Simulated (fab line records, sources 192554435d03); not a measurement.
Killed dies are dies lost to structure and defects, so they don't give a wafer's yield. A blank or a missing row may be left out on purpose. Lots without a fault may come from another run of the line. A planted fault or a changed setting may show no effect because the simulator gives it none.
A struck lot beside a sound one | flow n5_finfet | 38 steps out of a route of 1938
Sound: wafers L898.1, L898.2, L898.3. Struck: wafers L905.1, L905.4, L905.6. The cause comes at the end.
At each step with rows: each side's tool, then ch and its chambers, then its first start. Under that, the readings that differ: sound wafers | struck wafers | difference of the means | sigmas: that difference in standard deviations of wafers without a fault.
alike: readings whose means differ by less than 2 such deviations, and words and numbers that are the same on both sides. not compared: withheld readings, readings that some wafer has no value for, bounds like >300 that may hide the same value, and numbers for which the record gives no deviation and whose values overlap.
The two part at a step that has a row with sigmas, a row that says differs or no value, or rows on one side only. Numbers that don't overlap but have no deviation are shown without sigmas and don't part them. A reading that every wafer of one side lacks parts them only if that side has two wafers or more.

first, 11 steps without rows for these wafers: N5_FIN_CUT_STRIP_31 (strips in N2/H2); N5_FIN_CUT_STRIP_24 (strips in CF4); N5_FIN_CUT_CUT_ETCH_26 (etches SiNx in CH3F/O2, target depth 39 nm, time 55.7 s); N5_FIN_CUT_CUT_ETCH_27 (etches SiO2 in CHF3/O2, target depth 4 nm, overetch 2 nm, time 4.9 s); N5_FIN_CUT_PRECLEAN_35 (cleans in vHF, time 13.3 s); N5_FIN_CUT_CUT_ETCH_15 (etches Si in HBr/Cl2/O2, target depth 100 nm, bt time 10 s, time 42.4 s); N5_FIN_CUT_CUT_ETCH_28 (etches Si in HBr/Cl2/O2, target depth 6 nm, time 2.4 s); N5_FIN_CUT_STRIP_22 (strips in N2/H2); N5_FIN_CUT_PRECLEAN_36 (cleans in O3/DIW, time 60 s); N5_FIN_CUT_SRD_32 (time 30 s); N5_FIN_CUT_UV_OZONE_34 (time 120 s).
N5_STI_FIN_REVEAL_ALD_00: deposits SiO2, target thk 1 nm, pulse time 1 s.
  sound on ald_sin-02 ch 1,2,3, day 2 17:42; struck on ald_sin-04 ch 0,2, day 4 13:34
  alike: heater_power_w, precursor_pulse_height_rel
then, 25 steps without rows for these wafers: N5_STI_FIN_REVEAL_ALD_14 (deposits Si3N4, target thk 3 nm); N5_STI_FIN_REVEAL_FCVD_FILL_01 (material SiO2 flowable, target thk 312 nm, time 512.2 s); N5_STI_FIN_REVEAL_DENSIFY_02 (time 1800 s); N5_STI_FIN_REVEAL_CMP_04 (polishes, stops on Si3N4, t overpolish 4 s, target thk 131.83 nm); N5_STI_FIN_REVEAL_DENSIFY_30; N5_STI_FIN_REVEAL_ETCHBACK_08 (etches SiO2 in C4F6/O2, target depth 30.5 nm, time 10.167 s); N5_STI_FIN_REVEAL_STRIP_24 (strips in N2/H2, time 90 s); N5_STI_FIN_REVEAL_PRECLEAN_25 (cleans in SPM, time 90 s); N5_STI_FIN_REVEAL_PRECLEAN_26 (cleans in SC1, time 45 s); N5_STI_FIN_REVEAL_PRECLEAN_29 (cleans in DHF, time 30 s); N5_STI_FIN_REVEAL_SRD_12 (time 30 s); N5_STI_FIN_REVEAL_RECESS_09 (chemistry HF/NH3, target SiO2, afs cycles 11, target depth 42.5 nm, sublimation time 60 s); N5_STI_FIN_REVEAL_STRIP_16 (strips SiNx in H3PO4, target depth 23.8 nm); N5_STI_FIN_REVEAL_PRECLEAN_17 (cleans in NF3:NH3, afs cycles 1, time 20 s, sublimation time 60 s); N5_STI_FIN_REVEAL_ETCH_34 (etches Si in H2, material Si, target depth 0.97 nm); N5_STI_FIN_REVEAL_OXIDATION_31 (chemistry O2 PLASMA REMOTE, time 20 s); N5_STI_FIN_REVEAL_PRECLEAN_32 (cleans in NF3:NH3, afs cycles 1, time 20 s, sublimation time 60 s); N5_STI_FIN_REVEAL_STRIP_35 (strips Si3N4 in H3PO4, target depth 4 nm, time 39 s); N5_STI_FIN_REVEAL_SRD_21 (time 30 s); N5_STI_FIN_REVEAL_OXIDATION_33 (chemistry O2 PLASMA REMOTE, time 20 s); N5_STI_FIN_REVEAL_CLEAN_19 (cleans in O3/DIW, time 120 s); N5_STI_FIN_REVEAL_SRD_23 (time 30 s); N5_STI_FIN_REVEAL_PRECLEAN_18 (cleans in SC2, time 45 s); N5_STI_FIN_REVEAL_SRD_28 (time 30 s); N5_DUMMY_GATE_PRECLEAN_00 (cleans in O3/DIW, time 60 s).
-- the record jumps here: 10 days lie between the struck wafers' starts before and after (it left off in module DUMMY_GATE and takes up again in module PASSIVATION, whose first step shown is number 1936 of the route) --
N5_PASSIVATION_PROBE_49:
  the record has rows for the struck wafers here (prober-01, day 14 13:38) and none for the sound ones

WHERE THEY PART
Only at N5_PASSIVATION_PROBE_49, within this record.

WHY: what the simulator had put in
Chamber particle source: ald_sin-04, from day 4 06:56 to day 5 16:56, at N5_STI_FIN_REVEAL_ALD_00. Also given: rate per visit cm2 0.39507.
